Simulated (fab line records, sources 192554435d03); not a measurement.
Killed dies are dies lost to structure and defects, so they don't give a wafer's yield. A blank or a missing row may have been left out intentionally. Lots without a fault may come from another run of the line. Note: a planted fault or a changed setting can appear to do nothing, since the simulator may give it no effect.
Chamber matching | flow n5Finfet | 4 sister chambers for N5_BEOL_M1_ETCH_70 on rieDiel-04
The step etches SOC in N2/H2, target depth 80 nm, overetch 16 nm, time 120 s. 16 wafers are shown with their chamber, then 8 later ones without.

## WAFERS, EACH WITH ITS CHAMBER
wafer  | chamber | showerheadPlenumPTorr (Torr) | throttleValvePct (%) | drypumpMotorCurrentA (A)
L078.2 | 2       | 2.67                         | 18.04                | 5.2
L078.3 | 1       | 2.41                         | 18.09                | 6.2
L078.6 | 1       | 2.41                         | 18.07                | 6.3
L080.2 | 2       | 2.67                         | 18.06                | 5.3
L080.4 | 0       | 2.51                         | 17.52                | 5.8
L080.5 | 2       | 2.67                         | 18.04                | 5.2
L082.1 | 3       | 2.51                         | 18.06                | 5.7
L082.3 | 2       | 2.66                         | 18.07                | 5.2
L082.4 | 0       | 2.50                         | 17.54                | 5.8
L083.2 | 0       | 2.50                         | 17.53                | 5.8
L083.3 | 1       | 2.41                         | 18.14                | 6.3
L083.6 | 1       | 2.41                         | 18.12                | 6.2
L085.1 | 2       | 2.66                         | 18.06                | 5.2
L085.4 | 0       | 2.50                         | 17.55                | 5.8
L085.6 | 1       | 2.41                         | 18.14                | 6.3
L090.2 | 2       | 2.66                         | 18.08                | 5.3

SIGNATURES (means of the wafers above)
reading               | chamber 0 | chamber 1 | chamber 2 | chamber 3 | scatter within a chamber
showerheadPlenumPTorr | 2.5025    | 2.4100    | 2.6650    | 2.5100    | 0.00433
throttleValvePct      | 17.5350   | 18.1120   | 18.0583   | 18.0600   | 0.0217
drypumpMotorCurrentA  | 5.800     | 6.260     | 5.233     | 5.700     | 0.0459
Rule: a wafer's distance from a chamber is the root of the sum, over the readings, of the square of ((its reading less the chamber's mean) divided by the reading's scatter). If the next closest chamber is less than 2 further off than the closest, the wafer can't be placed; otherwise it belongs to the closest. The scatter: the root of (the sum of the squares of (reading less its chamber's mean) over the shown wafers, divided by (wafers less chambers)).

## WAFERS WHOSE CHAMBER IS MISSING
wafer  | showerheadPlenumPTorr (Torr) | throttleValvePct (%) | drypumpMotorCurrentA (A)
L090.4 | 2.40                         | 18.15                | 6.3
L090.6 | 2.50                         | 18.09                | 5.7
L096.2 | 2.49                         | 17.56                | 5.8
L096.5 | 2.65                         | 18.09                | 5.2
L096.6 | 2.49                         | 17.58                | 5.8
L097.1 | 2.50                         | 18.10                | 5.6
L097.5 | 2.49                         | 17.57                | 5.8
L097.6 | 2.65                         | 18.10                | 5.2

## WHICH CHAMBER EACH WENT THROUGH
wafer  | from the rows above | in truth
L090.4 | 1                   | 1
L090.6 | 3                   | 3
L096.2 | 0                   | 0
L096.5 | 2                   | 2
L096.6 | 0                   | 0
L097.1 | 3                   | 3
L097.5 | 0                   | 0
L097.6 | 2                   | 2
8 of 8 placed correctly. Left unplaced by these rows: 0. Placed wrongly: 0.
